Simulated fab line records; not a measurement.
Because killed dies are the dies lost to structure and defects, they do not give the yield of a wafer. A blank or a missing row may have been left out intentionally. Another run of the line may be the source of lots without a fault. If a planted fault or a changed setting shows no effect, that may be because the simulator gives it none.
Which tool was responsible?    flow n5_finfet    24 lots with 72 wafers sampled at 6 steps, on a route of 1938 steps

## WHAT THE GAUGES READ, wafer by wafer
N5_BEOL_M10_CD_MEAS_18: pitch 140 nm, target cd 70 nm. Usual: 70.1 nm for cd_nm, sd 0.48.
lot   measured      on         cd_nm (nm)      flag
L075  day 11 08:16  cd_sem-02  69.9 69.8 69.9  
L074  day 11 12:15  cd_sem-01  70.7 70.1 70.5  
L077  day 12 07:24  cd_sem-02  69.9 69.6 70.0  
L076  day 12 10:44  cd_sem-03  69.8 69.5 69.9  
L078  day 12 10:58  cd_sem-03  70.2 70.5 70.3  
L079  day 12 11:00  cd_sem-02  70.0 69.8 70.2  
L081  day 12 19:53  cd_sem-02  69.5 70.9 70.3  
L082  day 12 20:23  cd_sem-03  69.8 69.2 69.6  
L080  day 13 04:31  cd_sem-01  70.3 70.9 70.5  
L083  day 14 01:32  cd_sem-01  70.1 70.3 69.8  
L084  day 14 04:39  cd_sem-03  69.0 70.2 69.9  
L085  day 14 22:20  cd_sem-01  69.7 69.7 69.3  
L086  day 14 22:37  cd_sem-01  69.5 70.0 70.1  
L087  day 15 02:19  cd_sem-03  70.9 70.5 70.6  
L088  day 16 00:04  cd_sem-02  70.4 70.2 69.9  
L089  day 16 09:45  cd_sem-02  70.1 70.2 69.8  
L090  day 17 04:41  cd_sem-02  69.7 69.3 68.9  
L094  day 17 04:44  cd_sem-03  70.4 70.1 70.1  
L092  day 17 15:26  cd_sem-01  71.4 70.9 69.9  
L093  day 17 15:31  cd_sem-01  70.2 70.7 70.0  
L091  day 17 15:35  cd_sem-01  69.8 69.4 69.1  
L095  day 17 19:05  cd_sem-01  69.9 70.3 69.8  
L097  day 17 22:49  cd_sem-02  70.6 70.6 70.4  
L096  day 18 10:47  cd_sem-03  70.2 70.1 69.0  

N5_BEOL_M10_RS_MEAS_57: measures by four-point-probe. Usual: for M10_RS the level is 0.1531 ohm/sq and the standard deviation is 0.0028.
lot   measured      on             M10_RS (ohm/sq)       flag
L075  day 11 20:31  film_metro-02  0.1515 0.1510 0.1505  
L074  day 11 20:58  film_metro-02  0.1525 0.1567 0.1561  
L077  day 12 15:23  film_metro-02  0.1517 0.1577 0.1501  
L076  day 12 16:33  film_metro-01  0.1500 0.1494 0.1500  
L078  day 12 16:19  film_metro-01  0.1506 0.1580 0.1597  
L079  day 12 16:04  film_metro-01  0.1506 0.1499 0.1525  
L081  day 13 00:23  film_metro-01  0.1529 0.1528 0.1488  
L082  day 13 02:26  film_metro-01  0.1546 0.1527 0.1575  
L080  day 13 11:08  film_metro-01  0.1551 0.1480 0.1564  
L083  day 14 05:27  film_metro-02  0.1580 0.1579 0.1533  
L084  day 14 09:44  film_metro-02  0.1538 0.1476 0.1550  
L085  day 15 03:07  film_metro-01  0.1533 0.1578 0.1528  
L086  day 15 05:22  film_metro-01  0.1538 0.1575 0.1543  
L087  day 15 08:38  film_metro-01  0.1530 0.1529 0.1525  
L088  day 16 07:21  film_metro-01  0.1591 0.1539 0.1519  
L089  day 16 15:44  film_metro-01  0.1514 0.1532 0.1542  
L090  day 17 10:58  film_metro-01  0.1491 0.1499 0.1525  
L094  day 17 10:54  film_metro-01  0.1506 0.1575 0.1538  
L092  day 17 21:42  film_metro-01  0.1524 0.1547 0.1563  
L093  day 17 21:26  film_metro-01  0.1545 0.1524 0.1532  
L091  day 17 20:50  film_metro-01  0.1543 0.1541 0.1512  
L095  day 17 22:58  film_metro-01  0.1524 0.1535 0.1542  
L097  day 18 05:38  film_metro-01  0.1527 0.1536 0.1546  
L096  day 18 16:52  film_metro-02  0.1544 0.1539 0.1522  

N5_BEOL_M11_THK_MEAS_01. Usual: for M11_ILD_THK the level is 268 nm and the standard deviation is 3.4.
lot   measured      on             M11_ILD_THK (nm)  flag
L075  day 11 21:11  film_metro-01  268 274 269       
L074  day 11 21:37  film_metro-02  265 266 269       
L077  day 12 16:04  film_metro-02  271 272 275       
L076  day 12 17:26  film_metro-02  264 268 268       
L078  day 12 17:45  film_metro-02  268 268 274       
L079  day 12 17:13  film_metro-02  268 269 268       
L081  day 13 01:02  film_metro-01  267 269 276       
L082  day 13 03:05  film_metro-02  263 268 265       
L080  day 13 11:47  film_metro-01  263 270 269       
L083  day 14 06:06  film_metro-02  266 268 272       
L084  day 14 10:24  film_metro-01  265 267 270       
L085  day 15 03:48  film_metro-02  272 269 270       
L086  day 15 06:01  film_metro-01  265 268 270       
L087  day 15 09:18  film_metro-02  265 271 269       
L088  day 16 08:01  film_metro-01  263 264 265       
L089  day 16 16:39  film_metro-02  270 266 271       
L090  day 17 12:17  film_metro-01  267 269 272       
L094  day 17 11:53  film_metro-02  268 272 274       
L092  day 17 22:28  film_metro-01  269 270 272       
L093  day 17 22:05  film_metro-02  265 265 272       
L091  day 17 21:29  film_metro-02  268 271 272       
L095  day 17 23:37  film_metro-02  261 269 264       
L097  day 18 06:18  film_metro-01  269 271 270       
L096  day 18 17:31  film_metro-02  264 268 270       

N5_BEOL_M11_CD_MEAS_28: the cd target is 70 nm. Usual: 70.2 nm for cd_nm, sd 0.68.
lot   measured      on         cd_nm (nm)      flag
L075  day 11 23:14  cd_sem-02  70.2 70.5 69.4  
L074  day 12 02:46  cd_sem-02  71.4 71.2 70.3  
L077  day 12 19:53  cd_sem-01  69.8 70.3 70.1  
L076  day 12 22:28  cd_sem-03  70.9 69.6 70.7  
L078  day 12 22:08  cd_sem-02  69.5 69.7 70.4  
L079  day 12 22:18  cd_sem-02  71.0 70.5 72.1  
L081  day 13 07:43  cd_sem-02  69.5 70.6 70.3  
L082  day 13 07:33  cd_sem-03  70.8 70.7 69.9  
L080  day 13 14:34  cd_sem-02  71.3 70.0 70.8  
L083  day 14 09:51  cd_sem-01  69.5 70.1 69.4  
L084  day 14 13:24  cd_sem-03  70.5 70.7 71.2  
L085  day 15 07:00  cd_sem-01  69.9 69.9 70.4  
L086  day 15 10:16  cd_sem-01  70.6 71.3 71.2  
L087  day 15 14:29  cd_sem-02  70.6 69.4 69.4  
L088  day 16 11:10  cd_sem-03  69.2 69.8 70.5  
L089  day 16 19:37  cd_sem-02  70.7 70.3 70.4  
L090  day 17 17:20  cd_sem-02  70.3 69.7 70.0  
L094  day 17 13:20  cd_sem-01  70.3 69.9 70.3  
L092  day 18 03:31  cd_sem-02  71.4 70.2 70.0  
L093  day 18 01:52  cd_sem-03  70.0 70.1 70.2  
L091  day 18 01:42  cd_sem-02  69.8 69.5 70.0  
L095  day 18 05:28  cd_sem-03  70.2 71.2 70.0  
L097  day 18 07:37  cd_sem-02  70.0 70.9 70.4  
L096  day 18 22:52  cd_sem-02  70.3 70.2 70.6  

N5_BEOL_M11_OVL_MEAS_29. Usual: for V10_OVL the level is -0.2 nm and the standard deviation is 0.75.
lot   measured      on          V10_OVL (nm)    flag
L075  day 11 23:16  overlay-02  0.2 0.3 -0.8    
L074  day 12 02:47  overlay-01  -0.8 -1.0 -1.6  
L077  day 12 19:55  overlay-02  -0.4 -0.8 -0.8  
L076  day 12 22:30  overlay-02  0.4 0.1 0.3     
L078  day 12 22:10  overlay-02  -1.4 -1.1 -0.3  
L079  day 12 22:20  overlay-01  -1.5 -1.0 0.0   
L081  day 13 07:45  overlay-01  1.0 -0.3 -0.7   
L082  day 13 07:35  overlay-01  -0.3 -0.5 -1.5  
L080  day 13 14:35  overlay-02  0.7 1.4 0.8     
L083  day 14 09:52  overlay-02  1.0 1.2 0.6     
L084  day 14 13:26  overlay-02  0.4 -1.1 0.7    
L085  day 15 07:02  overlay-02  -0.1 0.3 -0.3   
L086  day 15 10:18  overlay-02  -1.1 0.0 0.6    
L087  day 15 14:31  overlay-02  -0.5 -0.8 -1.7  
L088  day 16 11:11  overlay-01  0.3 -0.3 -0.2   
L089  day 16 19:39  overlay-01  -0.3 0.3 0.5    
L090  day 17 17:22  overlay-02  -1.6 -1.0 -0.3  
L094  day 17 13:22  overlay-01  1.2 0.5 1.0     
L092  day 18 03:32  overlay-01  0.3 0.9 0.0     
L093  day 18 01:54  overlay-01  -0.8 -0.7 -0.5  
L091  day 18 01:44  overlay-02  -0.4 0.3 -0.4   
L095  day 18 05:30  overlay-01  -0.4 0.0 0.1    
L097  day 18 07:39  overlay-01  0.9 0.3 0.2     
L096  day 18 22:53  overlay-01  -0.3 -1.0 0.0   

N5_BEOL_M12_OVL_MEAS_11. Usual: for V11_OVL the level is -3 nm and the standard deviation is 5.5.
lot   measured      on          V11_OVL (nm)  flag
L075  day 12 04:05  overlay-01  -11 -15 -9    
L074  day 12 06:31  overlay-01  -12 -10 -6    
L077  day 13 00:47  overlay-01  1 -4 -1       
L076  day 13 04:20  overlay-01  -5 0 -6       
L078  day 13 03:31  overlay-02  -10 2 -2      
L079  day 13 04:07  overlay-01  0 0 0         
L081  day 13 11:56  overlay-02  -2 -10 2      
L082  day 13 11:08  overlay-01  -3 3 -8       
L080  day 13 20:46  overlay-01  -3 0 -6       
L083  day 14 13:52  overlay-01  9 0 8         
L084  day 14 19:08  overlay-02  7 4 1         
L085  day 15 13:04  overlay-02  5 -3 0        
L086  day 15 16:50  overlay-01  3 3 -2        
L087  day 15 20:37  overlay-02  -8 -6 -7      
L088  day 16 16:50  overlay-02  -7 -5 -7      
L089  day 17 00:33  overlay-02  -12 -3 -9     
L090  day 17 21:46  overlay-01  -3 -3 -1      
L094  day 17 16:50  overlay-01  -6 0 2        
L092  day 18 08:00  overlay-02  0 -3 -4       
L093  day 18 07:20  overlay-01  -3 -6 4       
L091  day 18 06:37  overlay-02  8 -4 1        
L095  day 18 10:13  overlay-01  5 2 0         
L097  day 18 11:38  overlay-01  3 5 5         
L096  day 19 05:48  overlay-01  -4 -4 -6      

## WHAT TOOL EACH LOT RAN ON (gives the tool, then ch and the chambers of the sampled wafers, and finally the start)
There is no process step in the record ahead of these readings.

## WHAT THE TOOLS THEMSELVES READ (means of the sampled wafers that have a number; where no wafer has one, the mark that the record gives instead)
The record holds no such reading with a usual standard deviation.

## THE ANSWER, worked out from the rows above alone
Rule: a lot is off if the mean of its wafers that have a number lies more than 3 standard deviations from the usual mean. A lot without any number at a reading at which 4 lots or more have one is off too. Any other lot the step has rows for is counted as sound. Order of review: gauges by route order, followed by the tools' own readings, for which a lot's mean as printed above is used. At the first step where some lot is off, the reading lying furthest off is the one used; lots without a number count as furthest.
Across all readings shown, no lot is off: no conclusion can be drawn from this.

## WHAT THE SIMULATOR HAD INSERTED
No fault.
